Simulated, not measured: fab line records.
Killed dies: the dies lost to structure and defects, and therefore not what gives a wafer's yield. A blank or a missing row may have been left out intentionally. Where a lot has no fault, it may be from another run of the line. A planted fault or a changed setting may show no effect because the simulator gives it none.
fab line records    flow nand-harc
record: lots: 7  wafers: 21  last-day: 24
route steps=1159 shown A_SLIT@802 A_SIN_REMOVE@804 A_WL_FILL@809 END@1159
lots that met no fault: from a run of the same line without faults
start-h: hours from the record's opening day to when the first of the lot's shown wafers began    wait-h: hours since the lot's step before    " the same as in the row above    L1.1+2: several wafers, shown together as one row    - value missing, or start not given    * or withheld: withheld    < > ~ a bound
route shown NAME@n: names a module that has steps shown in the file, with the first one's number in the route    usual: mean/standard deviation of fault-free wafers    same: alike in all rows    chamber/n: place in a boat    sites: each site's reading    _std_site: standard deviation of those values    _edge_site: the outer-site mean with the inner-site mean subtracted    radius-mm: how far each site lies from the wafer's centre    mask NAME#n: copy n    behind: the tool/chamber that last shaped the wafer    hold: what put the lot on hold/how long, in hours/how the hold closed    device: the n, p or np transistor that did not switch    end of line: the route-end tests of the same wafers    for a step that has no rows: nothing shown but its recipe    killed: not the wafer's yield, but the dies lost to structure and defects at the first sort    map: a wafer's dies, x killed, . not, _ none there
set.NAME: the setting that was run; set.NAME@STEP: the one run at that earlier step    model.NAME: the simulator's own value behind a step, which no gauge read
lots at some steps of the route; a table a step, a row a wafer
services: a tool's chamber out of use, with start hour (start-h, from the record's first day; less than 0 if before it), hours out, and reason
== steps ==
step: NHARC_A_SLIT_SRD_20
step: NHARC_A_SLIT_CD_MEAS_21
usual: cd-nm: 289.8/0.83
lot.wafer  tool       chamber  start-h  wait-h  cd-nm
L967.1     cd-sem-03  -        339.67   -       289.6
L967.2     "          -        "        "       289.9
L967.6     "          -        "        "       288.5
L971.2     cd-sem-02  -        365.39   -       290.1
L971.5     "          -        "        "       290.4
L971.6     "          -        "        "       290.2
L981.2     cd-sem-02  -        439.46   -       289.1
L981.4     "          -        "        "       287.6
L981.5     "          -        "        "       287.5
L983.4     cd-sem-02  -        439.96   -       289.3
L983.5     "          -        "        "       288.4
L983.6     "          -        "        "       289.5
L984.1     cd-sem-03  -        441.10   -       290.1
L984.4     "          -        "        "       290.7
L984.5     "          -        "        "       290.2
L988.1     cd-sem-03  -        448.53   -       289.4
L988.2     "          -        "        "       289.8
L988.5     "          -        "        "       289.6
L987.4     cd-sem-03  -        449.19   -       291.4
L987.5     "          -        "        "       291.1
L987.6     "          -        "        "       290.4
step: NHARC_A_SIN_REMOVE_WET_00
recipe: temp-c: 160  time-s: 15300  chemistry: H3PO4
step: NHARC_A_SIN_REMOVE_PRECLEAN_01
recipe: time-s: *  temp-c: 50  bath-age-min: 0  chemistry: SC1
step: NHARC_A_SIN_REMOVE_SRD_02
step: NHARC_A_SIN_REMOVE_INSPECT_04
usual: raw-defect-count: 311/85
lot.wafer  tool               chamber  start-h  wait-h  raw-defect-count
L967.1     defect-inspect-01  -        346.49   0.0     293
L967.2     "                  -        "        "       238
L967.6     "                  -        "        "       169
L971.2     defect-inspect-02  -        371.43   0.0     341
L971.5     "                  -        "        "       339
L971.6     "                  -        "        "       249
L981.2     defect-inspect-02  -        445.55   0.0     251
L981.4     "                  -        "        "       308
L981.5     "                  -        "        "       215
L983.4     defect-inspect-01  -        445.60   0.0     294
L983.5     "                  -        "        "       303
L983.6     "                  -        "        "       388
L984.1     defect-inspect-02  -        449.31   0.0     257
L984.4     "                  -        "        "       268
L984.5     "                  -        "        "       316
L987.4     defect-inspect-01  -        454.43   0.0     285
L987.5     "                  -        "        "       301
L987.6     "                  -        "        "       306
L988.1     defect-inspect-02  -        454.45   0.0     383
L988.2     "                  -        "        "       325
L988.5     "                  -        "        "       289
step: NHARC_A_WL_FILL_ALD_00
recipe: target-thk-a: 30  pulse-time-s: 3  ald-cycles: 30  temp-c: 300  material: Al2O3
usual: heater-power-w: 472/59  precursor-pulse-height-rel: 1.003/0.021
lot.wafer  tool       chamber  start-h  wait-h  heater-power-w  precursor-pulse-height-rel
L967.2     ald-hk-04  1        348.66   2.2     463             0.963
L967.1     "          2        "        "       523             0.995
L967.6     "          1        "        "       464             1.016
L971.2     ald-hk-02  0        373.68   2.3     456             0.985
L971.5     "          1        "        "       589             1.011
L971.6     "          2        "        "       389             0.996
L981.2     ald-hk-02  3        445.96   0.4     448             1.051
L981.4     "          1        "        "       592             0.977
L981.5     "          3        "        "       448             0.989
L983.4     ald-hk-02  1        446.16   0.6     574             1.009
L983.5     "          3        "        "       452             1.006
L983.6     "          0        "        "       466             0.992
L984.1     ald-hk-01  3        449.38   0.1     484             0.980
L984.4     "          2        "        "       483             1.014
L984.5     "          3        "        "       473             1.013
L988.1     ald-hk-04  0        454.52   0.1     524             1.017
L988.2     "          3        "        "       464             0.979
L988.5     "          0        "        "       516             1.041
L987.4     ald-hk-01  2        454.55   0.1     486             1.018
L987.5     "          0        "        "       426             1.007
L987.6     "          1        "        "       479             1.005
step: NHARC_A_WL_FILL_RTA_01
recipe: temp-c: 1000  time-s: 5
usual: lamp-power-pct: 33.5/1.6  lamp_zone_1_pct: 33.5/1.6  lamp_zone_4_pct: 33.5/1.6  wafer_temp_C_max: 1005.4/0.93
lot.wafer  tool           chamber  start-h  wait-h  lamp-power-pct  lamp_zone_1_pct  lamp_zone_4_pct  wafer_temp_C_max
L967.1     rtp-anneal-01  0        348.94   -       32.3            32.3             32.2             1004.6
L967.2     "              0        "        "       32.3            32.3             32.3             1006.1
L967.6     "              0        "        "       32.2            32.3             32.3             1005.1
L971.2     rtp-anneal-01  0        374.00   -       32.2            32.2             32.3             1004.9
L971.5     "              0        "        "       32.2            32.2             32.2             1005.1
L971.6     "              0        "        "       32.2            32.3             32.3             1005.5
L981.2     rtp-anneal-02  0        446.23   -       35.7            35.6             35.6             1005.5
L981.4     "              0        "        "       35.7            35.7             35.6             1006.2
L981.5     "              0        "        "       35.6            35.6             35.7             1003.6
L983.4     rtp-anneal-01  0        446.45   -       32.3            32.2             32.2             1004.7
L983.5     "              0        "        "       32.3            32.2             32.2             1005.3
L983.6     "              0        "        "       32.2            32.3             32.2             1004.9
L984.1     rtp-anneal-01  0        449.77   -       32.2            32.2             32.2             1006.4
L984.4     "              0        "        "       32.2            32.2             32.2             1005.2
L984.5     "              0        "        "       32.3            32.2             32.2             1005.3
L987.4     rtp-anneal-02  0        454.85   -       35.6            35.6             35.6             1004.8
L987.5     "              0        "        "       35.7            35.7             35.7             1005.1
L987.6     "              0        "        "       35.7            35.6             35.6             1006.3
L988.1     rtp-anneal-01  0        454.92   -       32.2            32.2             32.3             1005.0
L988.2     "              0        "        "       32.2            32.3             32.3             1004.7
L988.5     "              0        "        "       32.3            32.3             32.2             1005.9
step: NHARC_A_WL_FILL_ALD_02
recipe: target-thk-a: 20  pulse-time-s: 3  ald-cycles: 100  temp-c: 450  material: TiN
usual: heater-power-w: 1056/100  precursor-pulse-height-rel: 1.002/0.02
lot.wafer  tool          chamber  start-h  wait-h  heater-power-w  precursor-pulse-height-rel
L967.2     ald-metal-04  1        349.20   0.2     1132            0.998
L967.1     "             3        "        "       1047            0.985
L967.6     "             1        "        "       1122            0.972
L971.2     ald-metal-04  0        374.23   0.2     1096            0.980
L971.6     "             3        "        "       1095            1.006
L971.5     "             0        "        "       1091            1.031
L981.2     ald-metal-04  1        446.41   0.2     1138            1.006
L981.4     "             0        "        "       1082            1.017
L981.5     "             1        "        "       1137            0.960
L983.4     ald-metal-01  2        446.62   0.1     1195            1.000
L983.6     "             1        "        "       1011            0.992
L983.5     "             2        "        "       1179            1.012
L984.1     ald-metal-04  3        450.06   0.3     1114            1.016
L984.4     "             0        "        "       1078            0.987
L984.5     "             1        "        "       1166            1.004
L987.4     ald-metal-04  0        455.09   0.2     1042            1.034
L987.6     "             1        "        "       1136            1.030
L987.5     "             2        "        "       967             1.030
L988.2     ald-metal-03  1        455.18   0.2     1162            0.959
L988.1     "             2        "        "       1114            1.016
L988.5     "             0        "        "       1225            1.007
step: NHARC_A_WL_FILL_CVD_03
recipe: target-thk-a: 400  temp-c: 300  pressure-torr: 40  wf6-flow-sccm: 40  h2-flow-sccm: 1600  ar-flow-sccm: 1560  time-s: 3302  material: W
usual: heater-power-w: 449/26  mfc-ar-sccm: 1559/5.5  mfc-h2-sccm: 1600/4.8  throttle-valve-pct: 7.99/0.26
lot.wafer  tool      chamber  start-h  wait-h  heater-power-w  mfc-ar-sccm  mfc-h2-sccm  throttle-valve-pct
L967.1     cvd-w-01  0        353.34   3.8     482             1557         1596         7.76
L967.2     "         1        "        "       410             1564         1601         8.39
L967.6     "         1        355.69   6.1     406             1559         1593         8.10
L971.2     cvd-w-02  1        377.66   3.1     455             1552         1595         7.84
L971.5     "         0        379.11   4.5     478             1554         1599         8.12
L971.6     "         1        "        "       442             1563         1602         7.89
L981.2     cvd-w-01  1        449.77   3.0     417             1560         1597         8.33
L981.4     "         1        "        "       410             1559         1603         8.10
L981.5     "         1        "        "       423             1568         1594         8.11
L983.4     cvd-w-02  1        451.38   4.4     462             1562         1603         7.95
L983.5     "         0        "        "       445             1557         1593         8.29
L983.6     "         1        "        "       460             1561         1595         7.75
L984.1     cvd-w-02  0        453.55   3.2     444             1560         1601         8.36
L984.4     "         0        "        "       439             1557         1592         8.13
L984.5     "         1        455.90   5.5     468             1555         1597         7.89
L987.4     cvd-w-01  0        458.21   2.8     469             1563         1596         7.92
L987.5     "         1        "        "       421             1564         1605         8.32
L987.6     "         0        "        "       473             1565         1596         7.70
L988.1     cvd-w-02  0        459.19   3.7     445             1559         1593         8.44
L988.2     "         1        "        "       466             1565         1597         7.74
L988.5     "         1        461.59   6.1     458             1566         1601         8.07
step: NHARC_A_WL_FILL_ETCHBACK_04
recipe: target-depth-a: 600  time-s: 120  chemistry: NF3
usual: drypump-motor-current-A: 5.9/0.38  oes-product-au: 0.998/0.012  run-length-s: 141.7/0.47
lot.wafer  tool          chamber  start-h  wait-h  drypump-motor-current-A  oes-product-au  rf-hours-counter-h  run-length-s
L967.1     rie-metal-02  0        356.65   2.8     5.9                      1.001           4.1                 141.8
L967.2     "             1        "        "       6.2                      0.987           4.1                 142.2
L967.6     "             1        "        "       6.2                      0.985           -                   141.9
L971.2     rie-metal-01  1        380.55   2.4     6.4                      0.984           0.9                 140.8
L971.5     "             1        "        "       6.4                      0.984           -                   141.1
L971.6     "             0        "        "       5.3                      0.993           -                   141.5
L981.2     rie-metal-01  1        452.66   2.4     6.4                      0.995           2.2                 140.8
L981.4     "             1        "        "       6.4                      0.997           -                   141.0
L981.5     "             0        "        "       5.2                      0.989           -                   142.2
L983.4     rie-metal-02  0        453.35   1.5     5.9                      1.015           -                   141.6
L983.5     "             0        "        "       5.9                      1.013           -                   138.0
L983.6     "             1        "        "       6.2                      0.984           -                   142.7
L984.1     rie-metal-02  0        456.89   2.9     5.9                      1.010           1.9                 141.5
L984.4     "             0        "        "       5.9                      1.022           -                   141.9
L984.5     "             0        "        "       5.9                      1.010           -                   138.1
L987.4     rie-metal-02  1        460.18   1.5     6.3                      0.990           -                   142.0
L987.6     "             1        "        "       6.3                      0.987           -                   142.3
L987.5     "             0        "        "       5.9                      1.028           -                   137.7
L988.2     rie-metal-03  0        462.58   2.4     5.9                      1.003           0.0                 142.1
L988.1     "             1        "        "       5.5                      1.004           0.0                 141.3
L988.5     "             0        "        "       5.9                      1.005           -                   141.8
step: NHARC_A_WL_FILL_ETCHBACK_05
recipe: target-depth-a: 220  time-s: 60  temp-c: 40  chemistry: Cl2/BCl3
usual: drypump-motor-current-A: 5.9/0.38  oes-product-au: 0.997/0.013  run-length-s: 81.7/0.42  temp-c: 40.03/0.11
lot.wafer  tool          chamber  start-h  wait-h  drypump-motor-current-A  oes-product-au  rf-hours-counter-h  run-length-s  temp-c
L967.2     rie-metal-02  0        356.89   0.2     5.9                      1.020           4.3                 81.8          40.09
L967.1     "             1        "        "       6.2                      0.983           4.3                 82.6          40.05
L967.6     "             1        "        "       6.2                      0.989           -                   82.0          40.10
L971.2     rie-metal-01  1        380.81   0.2     6.4                      0.994           1.0                 81.2          39.85
L971.6     "             0        "        "       5.3                      0.990           -                   81.5          40.10
L971.5     "             1        "        "       6.4                      0.988           -                   81.0          40.11
L981.2     rie-metal-01  0        452.90   0.2     5.3                      0.994           3.0                 81.4          39.91
L981.4     "             1        "        "       6.4                      0.989           -                   81.1          40.12
L981.5     "             0        "        "       5.3                      0.995           -                   81.4          40.16
L983.4     rie-metal-02  1        453.55   0.2     6.2                      0.987           -                   82.2          40.00
L983.6     "             1        "        "       6.3                      0.989           -                   82.2          39.99
L983.5     "             0        "        "       5.9                      1.015           -                   81.8          39.92
L984.1     rie-metal-02  0        457.12   0.2     5.9                      1.009           2.1                 81.5          40.11
L984.4     "             0        "        "       5.9                      1.001           -                   81.4          40.03
L984.5     "             0        "        "       5.9                      1.007           -                   81.4          39.85
L987.4     rie-metal-02  0        460.39   0.2     5.9                      1.020           -                   82.0          40.11
L987.6     "             1        "        "       6.3                      0.988           -                   82.0          39.85
L987.5     "             0        "        "       5.9                      1.020           -                   81.6          40.00
L988.1     rie-metal-03  1        462.82   0.2     5.5                      1.003           0.1                 81.4          39.97
L988.2     "             0        "        "       5.9                      1.002           0.1                 82.3          40.26
L988.5     "             0        "        "       5.9                      1.006           -                   82.0          40.24
step: NHARC_END_SORT_01
recipe: temp-c: 25
usual: killed-at-array: 28/11  killed-at-other: 0.8/1.1  killed-at-periphery: 3.3/2.8  killed-dies: 32/11  killed-open: 3.3/1.9  killed-short: 1.9/1.4
same: gross-dies: 677
lot.wafer  tool       chamber  start-h  wait-h  killed-at-array  killed-at-other  killed-at-periphery  killed-dies  killed-open  killed-short
L971.2     prober-02  0        477.82   2.8     39               0                5                    44           3            2
L971.5     prober-02  0        480.23   3.7     34               0                3                    37           2            3
L971.6     prober-02  0        481.04   4.0     29               1                3                    33           7            3
killed by level:class
L971.2 A_CHANNEL_HOLE_D1:chamber-film-flake=19 A_SLIT:chamber-film-flake=11 A_STAIRCASE:chamber-film-flake=4 A_CONTACT:chamber-film-flake=3 P_CONTACT:geometric-particle:short=2 P_CONTACT:geometric-particle:open=1 P_M0:geometric-particle:open=1 A_M0:geometric-particle:open=1
L971.5 A_CHANNEL_HOLE_D1:chamber-film-flake=18 A_SLIT:chamber-film-flake=9 A_STAIRCASE:chamber-film-flake=4 P_CONTACT:geometric-particle:short=1 P_M0:geometric-particle:open=1 P_M1:geometric-particle:short=1 A_CONTACT:geometric-particle:short=1 A_CONTACT:geometric-particle:open=1
L971.6 A_CHANNEL_HOLE_D1:chamber-film-flake=10 A_SLIT:chamber-film-flake=7 A_STAIRCASE:chamber-film-flake=3 A_CHANNEL_HOLE_D1:geometric-particle:open=2 P_CONTACT:geometric-particle:open=1 P_M0:geometric-particle:open=1 A_CHANNEL_HOLE_D1:geometric-particle:short=1 A_CHANNEL_FILL_D1:geometric-particle:short=1
== services ==
tool          chamber  start-h  hours  kind
ald-metal-04  3        329.13   11.5   repair
rie-metal-03  -        329.74   0.4    repair
rie-metal-01  -        332.00   9.0    pm
cvd-w-02      -        348.24   0.7    repair
ald-metal-03  0        353.30   9.0    repair
ald-metal-04  -        371.92   1.7    repair
cvd-w-02      -        380.07   13.0   pm
rie-metal-02  -        388.00   9.0    pm
rie-metal-02  0        388.00   9.0    vent-cycle
rie-metal-02  1        388.00   9.0    vent-cycle
rie-metal-02  0        397.00   -      clean
rie-metal-02  1        397.00   -      clean
rie-metal-03  0        399.80   1.7    repair
rie-metal-02  0        401.45   5.2    repair
rie-metal-01  -        402.68   0.4    repair
ald-metal-04  -        406.00   10.0   pm
ald-metal-04  0        406.00   10.0   vent-cycle
ald-metal-04  1        406.00   10.0   vent-cycle
ald-metal-01  2        412.59   23.5   repair
rie-metal-02  1        415.08   20.2   repair
ald-metal-03  1        434.88   3.4    repair
ald-metal-03  1        441.50   3.0    repair
rie-metal-03  -        453.00   9.0    pm
ald-metal-01  -        458.00   10.0   pm
== key ==
first-sign: step: NHARC_A_WL_FILL_ETCHBACK_04  reading: run-length-s  direction: down  sigmas: 8  usual: *  struck: *
effect none on later readings
met-at NHARC_A_WL_FILL_ETCHBACK_04
struck-wafers L983.5,L984.5,L987.5
tester-left-out L983,L984,L987
onset-between 356.65 453.35
fault: kind: process-parameter-drift  tool: rie-metal-02  chamber: -  onset-h: 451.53  steps: NHARC_A_WL_FILL_ETCHBACK_04  channel: time-s  offset: *  shape: step  end-h: 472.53  scope: struck-wafers-only  acts-in: *  stated: *
tester-left-out: of these lots the tester's yield and bins aren't shown, on N5 and GAA mostly nor the transistor test; their killed dies are dies lost to structure and defects alone, not to doping, threshold or leakage, so they don't give the yield
